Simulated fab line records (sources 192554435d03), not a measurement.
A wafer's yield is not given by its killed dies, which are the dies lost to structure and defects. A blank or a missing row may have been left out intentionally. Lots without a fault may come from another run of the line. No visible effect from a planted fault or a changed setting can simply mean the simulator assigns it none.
Split-lot study :: flow n5-finfet :: 39 wafers read from 7 lots, route of 1938 steps

ABOUT THE SPLIT
At N5_FIN_CUT_CUT_ETCH_26 (etches SiNx in CH3F/O2, target depth 39 nm, time 55.7 s), the setting time-s was moved away from the recipe's 55.7 s on 12 of the 39 wafers read, by -23.4% to +14.4%. All remaining wafers had this setting at the recipe value.

The split's own step is where the reading is taken.

THE READING
SOC_of_FIN_CUT_COAT_18.thk-nm (the simulator's own value, which no gauge read), in nm, at N5_FIN_CUT_CUT_ETCH_26 (etches SiNx in CH3F/O2, target depth 39 nm, time 55.7 s). There is no usual value for it anywhere in the file. Across the 27 wafers here that went through the recipe, the average is 212.0 nm and the standard deviation 0.59 nm.

wafer: L075.1
tool, chamber at the split: rie-diel-05, 2
time-s as run, s: 55.7
against the recipe: recipe
SOC_of_FIN_CUT_COAT_18.thk-nm, nm: 212
against lot-mates on the recipe: -

wafer: L075.3
tool, chamber at the split: rie-diel-05, 1
time-s as run, s: 55.7
against the recipe: recipe
SOC_of_FIN_CUT_COAT_18.thk-nm, nm: 213
against lot-mates on the recipe: -

wafer: L075.5
tool, chamber at the split: rie-diel-05, 0
time-s as run, s: 55.7
against the recipe: recipe
SOC_of_FIN_CUT_COAT_18.thk-nm, nm: 211.8
against lot-mates on the recipe: -

wafer: L077.1
tool, chamber at the split: rie-diel-05, 0
time-s as run, s: 55.7
against the recipe: recipe
SOC_of_FIN_CUT_COAT_18.thk-nm, nm: 211.6
against lot-mates on the recipe: -

wafer: L077.2
tool, chamber at the split: rie-diel-05, 3
time-s as run, s: 52.31
against the recipe: -6.1%
SOC_of_FIN_CUT_COAT_18.thk-nm, nm: 213
against lot-mates on the recipe: +0.9

wafer: L077.3
tool, chamber at the split: rie-diel-05, 2
time-s as run, s: 52.31
against the recipe: -6.1%
SOC_of_FIN_CUT_COAT_18.thk-nm, nm: 213
against lot-mates on the recipe: +0.9

wafer: L077.4
tool, chamber at the split: rie-diel-05, 1
time-s as run, s: 55.7
against the recipe: recipe
SOC_of_FIN_CUT_COAT_18.thk-nm, nm: 212.6
against lot-mates on the recipe: -

wafer: L077.5
tool, chamber at the split: rie-diel-05, 1
time-s as run, s: 52.31
against the recipe: -6.1%
SOC_of_FIN_CUT_COAT_18.thk-nm, nm: 213.6
against lot-mates on the recipe: +1.5

wafer: L077.6
tool, chamber at the split: rie-diel-05, 2
time-s as run, s: 55.7
against the recipe: recipe
SOC_of_FIN_CUT_COAT_18.thk-nm, nm: 212.2
against lot-mates on the recipe: -

wafer: L089.1
tool, chamber at the split: rie-diel-03, 2
time-s as run, s: 55.7
against the recipe: recipe
SOC_of_FIN_CUT_COAT_18.thk-nm, nm: 212.2
against lot-mates on the recipe: -

wafer: L089.2
tool, chamber at the split: rie-diel-03, 1
time-s as run, s: 55.7
against the recipe: recipe
SOC_of_FIN_CUT_COAT_18.thk-nm, nm: 212.4
against lot-mates on the recipe: -

wafer: L089.3
tool, chamber at the split: rie-diel-03, 0
time-s as run, s: 55.7
against the recipe: recipe
SOC_of_FIN_CUT_COAT_18.thk-nm, nm: 213.2
against lot-mates on the recipe: -

wafer: L089.4
tool, chamber at the split: rie-diel-03, 3
time-s as run, s: 42.68
against the recipe: -23.4%
SOC_of_FIN_CUT_COAT_18.thk-nm, nm: 216
against lot-mates on the recipe: +3.4

wafer: L089.5
tool, chamber at the split: rie-diel-03, 1
time-s as run, s: 42.68
against the recipe: -23.4%
SOC_of_FIN_CUT_COAT_18.thk-nm, nm: 216.2
against lot-mates on the recipe: +3.6

wafer: L089.6
tool, chamber at the split: rie-diel-03, 2
time-s as run, s: 42.68
against the recipe: -23.4%
SOC_of_FIN_CUT_COAT_18.thk-nm, nm: 216.8
against lot-mates on the recipe: +4.2

wafer: L094.1
tool, chamber at the split: rie-diel-03, 1
time-s as run, s: 55.7
against the recipe: recipe
SOC_of_FIN_CUT_COAT_18.thk-nm, nm: 213
against lot-mates on the recipe: -

wafer: L094.2
tool, chamber at the split: rie-diel-03, 3
time-s as run, s: 55.7
against the recipe: recipe
SOC_of_FIN_CUT_COAT_18.thk-nm, nm: 211.2
against lot-mates on the recipe: -

wafer: L094.3
tool, chamber at the split: rie-diel-03, 2
time-s as run, s: 55.7
against the recipe: recipe
SOC_of_FIN_CUT_COAT_18.thk-nm, nm: 212.8
against lot-mates on the recipe: -

wafer: L094.4
tool, chamber at the split: rie-diel-03, 0
time-s as run, s: 55.7
against the recipe: recipe
SOC_of_FIN_CUT_COAT_18.thk-nm, nm: 212.2
against lot-mates on the recipe: -

wafer: L094.5
tool, chamber at the split: rie-diel-03, 1
time-s as run, s: 55.7
against the recipe: recipe
SOC_of_FIN_CUT_COAT_18.thk-nm, nm: 211.6
against lot-mates on the recipe: -

wafer: L094.6
tool, chamber at the split: rie-diel-03, 0
time-s as run, s: 55.7
against the recipe: recipe
SOC_of_FIN_CUT_COAT_18.thk-nm, nm: 212.4
against lot-mates on the recipe: -

wafer: L095.1
tool, chamber at the split: rie-diel-04, 0
time-s as run, s: 63.72
against the recipe: +14.4%
SOC_of_FIN_CUT_COAT_18.thk-nm, nm: 208
against lot-mates on the recipe: -3.6

wafer: L095.2
tool, chamber at the split: rie-diel-04, 1
time-s as run, s: 55.7
against the recipe: recipe
SOC_of_FIN_CUT_COAT_18.thk-nm, nm: 211.8
against lot-mates on the recipe: -

wafer: L095.3
tool, chamber at the split: rie-diel-04, 2
time-s as run, s: 63.72
against the recipe: +14.4%
SOC_of_FIN_CUT_COAT_18.thk-nm, nm: 208.4
against lot-mates on the recipe: -3.2

wafer: L095.4
tool, chamber at the split: rie-diel-04, 3
time-s as run, s: 55.7
against the recipe: recipe
SOC_of_FIN_CUT_COAT_18.thk-nm, nm: 211.2
against lot-mates on the recipe: -

wafer: L095.5
tool, chamber at the split: rie-diel-04, 1
time-s as run, s: 55.7
against the recipe: recipe
SOC_of_FIN_CUT_COAT_18.thk-nm, nm: 211.8
against lot-mates on the recipe: -

wafer: L095.6
tool, chamber at the split: rie-diel-04, 2
time-s as run, s: 63.72
against the recipe: +14.4%
SOC_of_FIN_CUT_COAT_18.thk-nm, nm: 208
against lot-mates on the recipe: -3.6

wafer: L096.1
tool, chamber at the split: rie-diel-03, 2
time-s as run, s: 55.7
against the recipe: recipe
SOC_of_FIN_CUT_COAT_18.thk-nm, nm: 212.6
against lot-mates on the recipe: -

wafer: L096.2
tool, chamber at the split: rie-diel-03, 0
time-s as run, s: 55.7
against the recipe: recipe
SOC_of_FIN_CUT_COAT_18.thk-nm, nm: 211.8
against lot-mates on the recipe: -

wafer: L096.3
tool, chamber at the split: rie-diel-03, 1
time-s as run, s: 55.7
against the recipe: recipe
SOC_of_FIN_CUT_COAT_18.thk-nm, nm: 211.4
against lot-mates on the recipe: -

wafer: L096.4
tool, chamber at the split: rie-diel-03, 3
time-s as run, s: 55.7
against the recipe: recipe
SOC_of_FIN_CUT_COAT_18.thk-nm, nm: 211.2
against lot-mates on the recipe: -

wafer: L096.5
tool, chamber at the split: rie-diel-03, 1
time-s as run, s: 55.7
against the recipe: recipe
SOC_of_FIN_CUT_COAT_18.thk-nm, nm: 211.6
against lot-mates on the recipe: -

wafer: L096.6
tool, chamber at the split: rie-diel-03, 0
time-s as run, s: 55.7
against the recipe: recipe
SOC_of_FIN_CUT_COAT_18.thk-nm, nm: 211
against lot-mates on the recipe: -

wafer: L097.1
tool, chamber at the split: rie-diel-03, 0
time-s as run, s: 55.7
against the recipe: recipe
SOC_of_FIN_CUT_COAT_18.thk-nm, nm: 212.4
against lot-mates on the recipe: -

wafer: L097.2
tool, chamber at the split: rie-diel-03, 3
time-s as run, s: 55.7
against the recipe: recipe
SOC_of_FIN_CUT_COAT_18.thk-nm, nm: 211.6
against lot-mates on the recipe: -

wafer: L097.3
tool, chamber at the split: rie-diel-03, 1
time-s as run, s: 55.7
against the recipe: recipe
SOC_of_FIN_CUT_COAT_18.thk-nm, nm: 212.2
against lot-mates on the recipe: -

wafer: L097.4
tool, chamber at the split: rie-diel-03, 2
time-s as run, s: 49.77
against the recipe: -10.6%
SOC_of_FIN_CUT_COAT_18.thk-nm, nm: 215
against lot-mates on the recipe: +2.9

wafer: L097.5
tool, chamber at the split: rie-diel-03, 3
time-s as run, s: 49.77
against the recipe: -10.6%
SOC_of_FIN_CUT_COAT_18.thk-nm, nm: 213.8
against lot-mates on the recipe: +1.7

wafer: L097.6
tool, chamber at the split: rie-diel-03, 0
time-s as run, s: 49.77
against the recipe: -10.6%
SOC_of_FIN_CUT_COAT_18.thk-nm, nm: 213.8
against lot-mates on the recipe: +1.7

THE FIT
A straight line over all 39 wafers: SOC_of_FIN_CUT_COAT_18.thk-nm changes by -0.21 nm for each +1% of time-s; r = -0.94; the points scatter about the line by 0.61 nm.
The same after taking each lot's own level away (the mean of its wafers on the recipe; 39 wafers): -0.187 nm for each +1%; r = -0.94; scatter 0.54 nm.
On that fit, the largest move of time-s shifts the reading by 4.4 nm.
The lots' own levels span 211.60 to 212.60 nm, that is 1.7 times the standard deviation above.
Thus the slope moves with the lot-to-lot level: the two fits are different.
Check: +4.49 nm against its lot-mates is what the line predicts for one of the wafers moved furthest among these (-23.4%) when that wafer is left out of the fit. It came out at +3.4 nm against them.

THESE WAFERS: OTHER SPLITS
Note: prior to the reading, these wafers also went through further splits. Each is held against what the fit with the lots' levels taken away leaves over:
other split on the same wafers: N5_WELL_APT_EXPOSE_22 dose-mj
wafers away from the commonest value: 15
r with SOC_of_FIN_CUT_COAT_18.thk-nm (lot level and that fit taken away): +0.24

other split on the same wafers: N5_FIN_SAQP_SPACER1_ALD_24 temp-c
wafers away from the commonest value: 12
r with SOC_of_FIN_CUT_COAT_18.thk-nm (lot level and that fit taken away): +0.08

THE WHOLE CHAIN: every reading that the file lists as answering this split, in the file's order
step: N5_FIN_CUT_CUT_ETCH_26
what it does: etches SiNx in CH3F/O2, target depth 39 nm, time 55.7 s
reading: etch.depth-nm (the simulator's own value, which no gauge read)
change (the file's fit): +0.398 nm for each +1% of the setting
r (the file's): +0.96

step: N5_FIN_CUT_CUT_ETCH_26
what it does: etches SiNx in CH3F/O2, target depth 39 nm, time 55.7 s
reading: SOC_of_FIN_CUT_COAT_18.thk-nm (the simulator's own value, which no gauge read)
change (the file's fit): -0.184 nm for each +1% of the setting
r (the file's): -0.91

THE FILE'S OWN FIT
SOC_of_FIN_CUT_COAT_18.thk-nm changes by -0.184 nm for each +1% of time-s, r = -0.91.
